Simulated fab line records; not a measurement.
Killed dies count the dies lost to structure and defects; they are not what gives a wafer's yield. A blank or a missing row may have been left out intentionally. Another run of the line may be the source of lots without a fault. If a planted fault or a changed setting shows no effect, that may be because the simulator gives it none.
fab line records	flow nand-harc
record lots=14	wafers=42	last-day=34
route steps=1302 shown P_GATE@131
lots with no fault: from the same line, run without faults
start-h: the number of hours between the record's first day and the start of the first shown wafer of the lot	wait-h: time in hours since the lot's previous step	" repeats the value in the row above	L1.1+2: a single row standing in for several wafers	- value missing, or start not given	* or withheld: withheld	< > ~ a bound
route shown NAME@n: names a module that has steps shown in the file, with the first one's number in the route	usual: the fault-free wafers' mean and standard deviation	same: alike in all rows	chamber/n: place in a boat	sites: per-site readings	_std_site: standard deviation of those values	_edge_site: mean of outer sites minus mean of inner sites	radius-mm: how far each site lies from the wafer's centre	mask NAME#n: copy n	behind: the last tool/chamber to shape the wafer	hold: what put the lot on hold/how long, in hours/how the hold closed	device: names the non-switching transistor (n, p or np)	end of line: at the end of the route, the tests of the same wafers	where a step has no rows: the recipe by itself	killed: the dies lost at the first sort to structure and to defects; this is not the yield of the wafer	map: a wafer's dies, x killed, . not, _ none there
set.NAME: the setting as run; set.NAME@STEP: as run at that earlier step	model.NAME: the simulator's own value behind a step, which no gauge read
one table for each step of the route and one row for each wafer, over a sample of lots
services: a tool's chamber out of use, with start hour (start-h, from the record's first day; less than 0 if before it), hours out, and reason
## steps
# step NHARC_P_GATE_HM_DEP_102
# recipe target-thk-a=1200	temp-c=400	material=aC
# usual throttle-valve-pct=35.001/0.0087
lot.wafer	tool	chamber	start-h	wait-h	throttle-valve-pct
L220.2	acl-dep-03	0	105.88	1.7	35.001
L220.3	"	0	"	"	34.998
L220.5	"	0	"	"	35.022
L224.1	acl-dep-02	0	136.19	0.4	34.997
L224.3	"	0	"	"	34.983
L224.5	"	0	"	"	35.003
L223.2	acl-dep-03	0	136.29	0.5	34.997
L223.3	"	0	"	"	34.981
L223.4	"	0	"	"	35.004
L226.1	acl-dep-03	0	154.51	4.0	35.008
L226.2	"	0	"	"	35.001
L226.3	"	0	"	"	35.013
L227.3	acl-dep-03	0	167.39	1.2	35.006
L227.4	"	0	"	"	35.002
L227.5	"	0	"	"	35.016
L228.1	acl-dep-03	0	173.73	0.4	34.991
L228.4	"	0	"	"	34.994
L228.5	"	0	"	"	34.993
L229.2	acl-dep-03	0	181.14	1.3	34.989
L229.3	"	0	"	"	34.990
L229.5	"	0	"	"	34.997
L231.1	acl-dep-03	0	205.73	2.8	34.991
L231.4	"	0	"	"	35.012
L231.6	"	0	"	"	35.004
L232.1	acl-dep-03	0	209.56	0.4	35.013
L232.3	"	0	"	"	35.009
L232.4	"	0	"	"	34.995
L234.4	acl-dep-03	0	246.60	5.0	35.005
L234.5	"	0	"	"	35.003
L234.6	"	0	"	"	34.980
L235.1	acl-dep-03	0	246.92	5.3	35.003
L235.4	"	0	"	"	35.007
L235.5	"	0	"	"	34.994
L237.2	acl-dep-03	0	264.83	1.9	34.994
L237.4	"	0	"	"	35.006
L237.5	"	0	"	"	35.005
L242.1	acl-dep-02	0	313.36	0.6	34.990
L242.2	"	0	"	"	35.002
L242.3	"	0	"	"	34.991
L243.3	acl-dep-03	0	329.15	0.6	35.009
L243.5	"	0	"	"	35.013
L243.6	"	0	"	"	34.998
# step NHARC_P_GATE_HM_OPEN_105
# recipe target-depth-a=3600	o2-flow-sccm=400	cos-flow-sccm=20	ar-flow-sccm=0	rf-w=500	bias-w=300	chemistry=O2/COS
# usual bias-w=300.0/0.88	chamber-pressure-mTorr=19.997/0.019	drypump-motor-current-A=5.7/0.48	o2-flow-sccm=400.1/1.3	oes-product-au=1.000/0.0091	rf-vpp-V=467.0/2.8	showerhead-plenum-p-Torr=3.11/0.13	throttle-valve-pct=28.330/0.0096
lot.wafer	tool	chamber	start-h	wait-h	bias-w	chamber-pressure-mTorr	drypump-motor-current-A	o2-flow-sccm	oes-product-au	rf-hours-counter-h	rf-vpp-V	showerhead-plenum-p-Torr	throttle-valve-pct
L220.2	rie-diel-06	0	-	-	300.1	19.998	5.9	400.5	1.006	5	468.5	3.18	28.342
L220.3	"	2	"	"	300.1	20.026	5.2	400.9	1.004	7	461.4	2.92	28.341
L220.5	"	1	"	"	299.7	20.009	5.1	398.0	1.005	-	469.1	3.21	28.332
L224.1	rie-diel-02	1	-	-	300.3	19.970	5.9	399.6	1.008	8	463.8	2.96	28.342
L224.3	"	2	"	"	301.0	19.994	6.0	400.9	0.996	7	471.9	3.32	28.325
L224.5	"	0	"	"	300.7	19.965	5.0	402.4	0.997	-	466.6	3.14	28.335
L223.4	rie-diel-10	3	-	-	300.4	20.007	6.4	399.9	1.004	3	463.3	2.95	28.346
L223.3	"	0	"	"	299.9	20.008	5.7	398.2	1.010	3	465.3	3.02	28.325
L223.2	"	1	"	"	300.0	19.974	5.2	397.5	1.004	3	467.9	3.18	28.326
L226.2	rie-diel-02	1	-	-	301.0	19.981	5.8	398.0	1.005	8	464.6	2.96	28.344
L226.3	"	2	"	"	300.5	19.977	6.0	399.9	1.005	8	471.4	3.32	28.337
L226.1	"	0	"	"	299.0	20.017	5.0	400.5	0.987	7	466.6	3.14	28.328
L227.3	rie-diel-10	3	-	-	301.1	19.984	6.4	397.7	1.003	6	463.5	2.94	28.334
L227.5	"	0	"	"	300.7	20.025	5.7	399.3	0.996	-	464.4	3.02	28.329
L227.4	"	1	"	"	298.7	20.008	5.2	397.8	0.998	-	470.3	3.18	28.343
L228.4	rie-diel-02	2	-	-	298.8	20.015	6.0	399.6	1.002	9	472.1	3.32	28.327
L228.1	"	0	"	"	300.4	19.989	5.0	400.5	0.990	8	467.6	3.14	28.322
L228.5	"	3	"	"	299.8	19.950	5.3	399.2	1.002	-	467.6	3.12	28.340
L229.3	rie-diel-06	1	-	-	300.8	19.996	5.1	400.5	0.984	1	470.2	3.21	28.343
L229.2	"	2	"	"	301.9	19.982	5.1	402.1	1.000	1	462.6	2.92	28.326
L229.5	"	1	"	"	301.0	20.009	5.0	400.3	0.981	-	469.5	3.21	28.343
L231.1	rie-diel-02	2	-	-	297.8	19.993	6.0	401.2	1.009	11	470.6	3.32	28.321
L231.4	"	3	"	"	299.4	20.010	5.3	399.4	0.996	-	466.9	3.12	28.332
L231.6	"	3	"	"	299.3	19.979	5.3	397.6	0.990	-	467.5	3.12	28.330
L232.1	rie-diel-02	2	-	-	300.4	19.998	6.0	399.8	0.998	12	472.0	3.32	28.320
L232.4	"	2	"	"	300.6	19.997	5.9	399.4	1.000	-	470.7	3.32	28.336
L232.3	"	3	"	"	298.5	19.993	5.3	401.7	0.993	-	465.1	3.12	28.312
L234.4	rie-diel-06	3	-	-	300.5	19.986	6.2	399.6	1.014	5	470.4	3.21	28.333
L234.5	"	3	"	"	300.0	19.983	6.2	401.1	1.002	-	468.6	3.21	28.340
L234.6	"	0	"	"	299.2	20.025	5.9	399.0	0.989	-	467.5	3.18	28.324
L235.4	rie-diel-06	1	-	-	300.4	20.012	5.0	399.4	1.001	3	468.5	3.21	28.319
L235.1	"	2	"	"	298.9	19.995	5.2	398.5	0.987	4	464.0	2.91	28.328
L235.5	"	1	"	"	299.6	19.981	5.0	400.4	1.004	-	470.4	3.21	28.337
L237.4	rie-diel-02	2	-	-	300.1	19.992	6.0	400.2	0.993	3	469.6	3.32	28.316
L237.2	"	3	"	"	300.8	19.969	5.3	398.0	0.987	3	465.8	3.12	28.351
L237.5	"	1	"	"	302.2	20.010	5.8	401.3	1.007	-	462.3	2.95	28.343
L242.3	rie-diel-10	3	-	-	298.8	20.023	6.4	401.9	1.003	3	463.1	2.94	28.314
L242.2	"	0	"	"	300.2	19.994	5.7	401.1	1.004	3	464.6	3.01	28.339
L242.1	"	1	"	"	299.2	19.976	5.2	399.4	1.007	3	468.4	3.18	28.345
L243.3	rie-diel-10	0	-	-	300.1	19.986	5.7	399.4	0.998	4	465.4	3.01	28.346
L243.5	"	1	"	"	300.8	19.989	5.2	398.6	1.006	-	468.7	3.17	28.338
L243.6	"	2	"	"	300.1	19.959	6.4	397.3	0.995	-	466.5	3.10	28.333
# step NHARC_P_GATE_ALD_36
# recipe target-thk-a=200	pulse-time-s=60	ald-cycles=223	temp-c=400	material=SiNx
# usual heater-power-w=827/77	precursor-pulse-height-rel=0.997/0.019
lot.wafer	tool	chamber	start-h	wait-h	heater-power-w	precursor-pulse-height-rel
L220.3	ald-sin-02	2	108.59	-	717	1.005
L220.2	"	3	109.64	-	790	0.992
L220.5	"	3	113.86	-	800	0.993
L224.1	ald-sin-03	2	138.88	-	790	0.972
L224.3	"	0	141.01	-	797	0.995
L224.5	"	3	144.21	-	951	1.016
L223.2	ald-sin-04	1	139.06	-	979	0.991
L223.3	"	2	140.49	-	888	1.003
L223.4	"	2	144.79	-	871	0.996
L226.3	ald-sin-03	1	157.29	-	847	0.983
L226.1	"	2	158.33	-	782	0.995
L226.2	"	3	159.37	-	955	0.983
L227.3	ald-sin-04	1	172.19	-	957	1.011
L227.4	"	2	173.24	-	862	1.005
L227.5	"	3	174.29	-	874	1.028
L228.4	ald-sin-02	1	178.77	-	788	1.024
L228.1	"	2	179.84	-	719	0.949
L228.5	"	0	181.96	-	737	0.999
L229.2	ald-sin-04	2	183.97	-	892	1.030
L229.3	"	0	186.10	-	801	0.966
L229.5	"	3	189.29	-	858	1.009
L231.4	ald-sin-02	3	208.70	-	802	0.992
L231.1	"	2	211.83	-	697	0.988
L231.6	"	0	213.92	-	742	0.990
L232.4	ald-sin-04	1	212.55	-	964	0.998
L232.3	"	2	213.59	-	890	0.998
L232.1	"	3	214.64	-	861	1.014
L235.4	ald-sin-04	0	249.72	-	791	1.023
L235.1	"	1	250.79	-	986	1.006
L235.5	"	0	254.01	-	788	1.002
L234.4	ald-sin-02	2	251.21	-	705	0.984
L234.6	"	0	253.32	-	730	0.993
L234.5	"	1	254.38	-	783	0.992
L237.4	ald-sin-02	2	267.37	-	720	0.977
L237.2	"	1	270.55	-	785	1.020
L237.5	"	3	272.67	-	808	0.976
L242.1	ald-sin-03	1	316.16	-	842	1.033
L242.2	"	3	318.26	-	904	1.011
L242.3	"	0	319.31	-	837	1.013
L243.3	ald-sin-02	2	331.75	-	724	0.985
L243.5	"	2	335.97	-	717	0.971
L243.6	"	3	337.03	-	772	1.034
# step NHARC_P_GATE_EXPOSE_56
# recipe na=0.6	target-cd-nm=720	dose-mj=14.81	mask-id=P_PSD
# usual exposure-dose-mJ-cm2=14.810/0.017	focus-offset-nm=0.0/0.51	na=0.6/0	reticle-temp-C=23.02/0.11
lot.wafer	tool	chamber	start-h	wait-h	mask	exposure-dose-mJ-cm2	focus-offset-nm	na	reticle-temp-C
L220.2	krf-scanner-04	0	120.46	-	P_PSD#0	14.799	0.6	0.6	23.05
L220.3	"	0	"	"	P_PSD#0	14.817	-0.3	0.6	23.13
L220.5	"	0	"	"	P_PSD#0	14.812	-0.8	0.6	23.00
L224.1	krf-scanner-02	0	150.94	-	P_PSD#0	14.813	0.1	0.6	22.94
L224.3	"	0	"	"	P_PSD#0	14.811	-0.1	0.6	22.95
L224.5	"	0	"	"	P_PSD#0	14.823	0.1	0.6	22.95
L223.2	krf-scanner-02	0	153.20	-	P_PSD#0	14.786	0.0	0.6	22.95
L223.3	"	0	"	"	P_PSD#0	14.802	-0.1	0.6	22.89
L223.4	"	0	"	"	P_PSD#0	14.818	0.1	0.6	23.00
L226.1	krf-scanner-02	0	169.72	-	P_PSD#0	14.836	-0.7	0.6	23.08
L226.2	"	0	"	"	P_PSD#0	14.831	-0.6	0.6	23.09
L226.3	"	0	"	"	P_PSD#0	14.828	-0.4	0.6	22.97
L227.3	krf-scanner-03	0	182.11	-	P_PSD#0	14.814	-0.5	0.6	23.04
L227.4	"	0	"	"	P_PSD#0	14.795	1.0	0.6	23.05
L227.5	"	0	"	"	P_PSD#0	14.797	0.6	0.6	22.88
L228.1	krf-scanner-03	0	188.58	-	P_PSD#0	14.802	-0.5	0.6	23.00
L228.4	"	0	"	"	P_PSD#0	14.795	-0.8	0.6	22.90
L228.5	"	0	"	"	P_PSD#0	14.799	-0.5	0.6	23.04
L229.2	krf-scanner-03	0	196.04	-	P_PSD#0	14.810	-0.1	0.6	23.18
L229.3	"	0	"	"	P_PSD#0	14.809	0.6	0.6	23.05
L229.5	"	0	"	"	P_PSD#0	14.800	-0.2	0.6	23.11
L231.1	krf-scanner-02	0	220.66	-	P_PSD#0	14.837	-0.4	0.6	22.94
L231.4	"	0	"	"	P_PSD#0	14.829	-0.4	0.6	22.91
L231.6	"	0	"	"	P_PSD#0	14.818	-0.6	0.6	23.09
L232.1	krf-scanner-02	0	224.66	-	P_PSD#0	14.789	0.1	0.6	23.01
L232.3	"	0	"	"	P_PSD#0	14.805	-0.2	0.6	23.05
L232.4	"	0	"	"	P_PSD#0	14.809	0.0	0.6	22.97
L234.4	krf-scanner-04	-	261.23	-	P_PSD#0	-	-	-	-
L234.5	"	-	"	"	P_PSD#0	-	-	-	-
L234.6	"	-	"	"	P_PSD#0	-	-	-	-
L235.1	krf-scanner-02	-	261.82	-	P_PSD#0	-	-	-	-
L235.4	"	-	"	"	P_PSD#0	-	-	-	-
L235.5	"	-	"	"	P_PSD#0	-	-	-	-
L237.2	krf-scanner-03	0	279.40	-	P_PSD#0	14.811	0.0	0.6	23.17
L237.4	"	0	"	"	P_PSD#0	14.807	0.1	0.6	23.12
L237.5	"	0	"	"	P_PSD#0	14.791	0.0	0.6	23.17
L242.1	krf-scanner-03	0	328.24	-	P_PSD#0	14.843	-1.0	0.6	22.81
L242.2	"	0	"	"	P_PSD#0	14.818	-0.2	0.6	22.69
L242.3	"	0	"	"	P_PSD#0	14.790	-1.2	0.6	22.84
L243.3	krf-scanner-04	0	344.07	-	P_PSD#0	14.802	-0.1	0.6	23.04
L243.5	"	0	"	"	P_PSD#0	14.826	0.8	0.6	23.00
L243.6	"	0	"	"	P_PSD#0	14.796	0.1	0.6	22.98
## services
tool	chamber	start-h	hours	kind
ald-sin-04	-	82.28	10.0	pm
krf-scanner-02	-	94.00	4.0	pm
krf-scanner-02	-	102.56	0.9	repair
rie-diel-02	0	109.07	7.3	repair
ald-sin-02	0	116.74	2.6	repair
acl-dep-03	-	120.18	13.0	pm
ald-sin-02	-	130.98	10.0	pm
ald-sin-04	3	136.42	18.4	repair
krf-scanner-03	-	154.08	0.6	repair
rie-diel-02	1	190.69	22.9	repair
rie-diel-02	0	192.58	42.1	repair
ald-sin-02	0	192.69	7.3	repair
ald-sin-02	1	193.91	2.6	repair
rie-diel-02	-	216.85	9.0	pm
krf-scanner-03	-	224.00	4.0	pm
krf-scanner-02	-	226.81	1.2	repair
ald-sin-04	-	231.51	1.3	repair
ald-sin-04	-	260.28	10.0	pm
krf-scanner-02	-	266.00	4.0	pm
ald-sin-02	-	279.63	0.9	repair
acl-dep-03	-	304.64	13.0	pm
ald-sin-02	-	308.98	10.0	pm
krf-scanner-02	-	321.65	0.4	repair
ald-sin-02	0	337.74	5.8	repair
## key
first-sign step=NHARC_P_GATE_EXPOSE_56	reading=tool-record	direction=missing
effect none on later readings
met-at NHARC_P_GATE_EXPOSE_56
struck-lots L234,L235
scrapped-behind NHARC_P_CONTACT_INSPECT_14 L234.4,L234.5,L234.6,L235.1,L235.4,L235.5
not-acting-at NHARC_P_GATE_HM_DEP_102,NHARC_P_GATE_HM_OPEN_105,NHARC_P_GATE_ALD_36
onset-between 224.66 261.23
fault kind=skipped-step-whole	tool=krf-scanner-02,krf-scanner-04	chamber=-	onset-h=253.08	steps=NHARC_P_GATE_EXPOSE_56	scope=struck-lots-only
